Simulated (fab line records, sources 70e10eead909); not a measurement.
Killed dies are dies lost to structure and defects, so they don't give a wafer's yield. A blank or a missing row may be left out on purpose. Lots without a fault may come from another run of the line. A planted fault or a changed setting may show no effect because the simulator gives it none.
Chamber matching | flow nand_harc | NHARC_A_CHANNEL_HOLE_D2_ETCH_44 on rie_diel-10: 4 sister chambers
The step etches the open film in CF4/O2, target depth 140 nm, overetch 14 nm, time 77 s. 30 wafers are shown with their chamber, then 12 later ones without.

WAFERS WITH THEIR CHAMBER
wafer  | chamber | drypump_motor_current_A (A) | rf_vpp_V (V) | oes_product_au (a.u.)
L074.1 | 2       | 6.2                         | 197.3        | 0.993
L074.3 | 0       | 5.6                         | 198.0        | 1.003
L074.6 | 3       | 5.1                         | 199.3        | 0.999
L075.1 | 3       | 5.2                         | 196.9        | 1.008
L075.4 | 0       | 5.6                         | 198.5        | 1.031
L075.5 | 2       | 6.1                         | 199.2        | 0.995
L076.1 | 2       | 6.2                         | 198.0        | 0.989
L076.4 | 1       | 5.9                         | 197.4        | 1.013
L076.5 | 2       | 6.2                         | 196.5        | 0.989
L077.3 | 2       | 6.2                         | 197.0        | 0.996
L077.4 | 1       | 5.9                         | 200.2        | 1.012
L077.6 | 0       | 5.6                         | 200.2        | 0.999
L079.1 | 3       | 5.2                         | 199.1        | 0.990
L079.3 | 2       | 6.2                         | 197.1        | 1.004
L079.6 | 0       | 5.6                         | 199.3        | 1.000
L081.2 | 3       | 5.2                         | 198.4        | 0.999
L081.4 | 1       | 5.9                         | 198.7        | 1.003
L081.6 | 3       | 5.2                         | 198.7        | 1.003
L085.1 | 1       | 5.9                         | 200.0        | 1.011
L085.2 | 0       | 5.6                         | 200.7        | 1.006
L085.3 | 2       | 6.2                         | 197.1        | 1.011
L089.1 | 2       | 6.2                         | 197.6        | 1.006
L089.4 | 3       | 5.2                         | 198.9        | 0.995
L089.6 | 0       | 5.5                         | 198.9        | 0.991
L091.2 | 0       | 5.6                         | 198.4        | 0.991
L091.3 | 1       | 5.9                         | 198.5        | 1.003
L091.6 | 3       | 5.1                         | 198.0        | 0.993
L090.1 | 3       | 5.2                         | 199.4        | 0.997
L090.5 | 2       | 6.2                         | 196.9        | 0.993
L090.6 | 3       | 5.1                         | 199.9        | 0.988

SIGNATURES (means of the wafers above)
reading                 | chamber 0 | chamber 1 | chamber 2 | chamber 3 | scatter within a chamber
drypump_motor_current_A | 5.586     | 5.900     | 6.189     | 5.167     | 0.038
rf_vpp_V                | 199.143   | 198.960   | 197.411   | 198.733   | 0.932
oes_product_au          | 1.00300   | 1.00840   | 0.99733   | 0.99689   | 0.00879
Rule: a wafer's distance from a chamber is the root of the sum, over the readings, of the square of ((its reading less the chamber's mean) divided by the reading's scatter). The wafer belongs to the nearest chamber; if the next one is less than 2 further off, it can't be placed. The scatter: the root of (the sum of the squares of (reading less its chamber's mean) over the shown wafers, divided by (wafers less chambers)).

WAFERS WITHOUT THEIR CHAMBER
wafer  | drypump_motor_current_A (A) | rf_vpp_V (V) | oes_product_au (a.u.)
L093.3 | 6.2                         | 198.0        | 0.993
L093.4 | 5.6                         | 198.0        | 0.984
L093.6 | 5.2                         | 197.5        | 0.988
L092.4 | 5.6                         | 200.8        | 1.000
L092.5 | 6.2                         | 197.1        | 1.003
L092.6 | 5.1                         | 197.1        | 1.004
L094.1 | 5.9                         | 198.4        | 1.008
L094.2 | 5.1                         | 198.3        | 0.991
L094.4 | 5.6                         | 200.0        | 0.995
L095.2 | 5.5                         | 200.0        | 0.993
L095.3 | 5.9                         | 199.8        | 1.003
L095.6 | 6.2                         | 196.6        | 1.004

WHICH CHAMBER EACH WENT THROUGH
wafer  | from the rows above | in truth
L093.3 | 2                   | 2
L093.4 | 0                   | 0
L093.6 | 3                   | 3
L092.4 | 0                   | 0
L092.5 | 2                   | 2
L092.6 | 3                   | 3
L094.1 | 1                   | 1
L094.2 | 3                   | 3
L094.4 | 0                   | 0
L095.2 | 0                   | 0
L095.3 | 1                   | 1
L095.6 | 2                   | 2
Placed correctly: 12 of 12. Can't be placed from these rows: 0. Placed wrongly: 0.
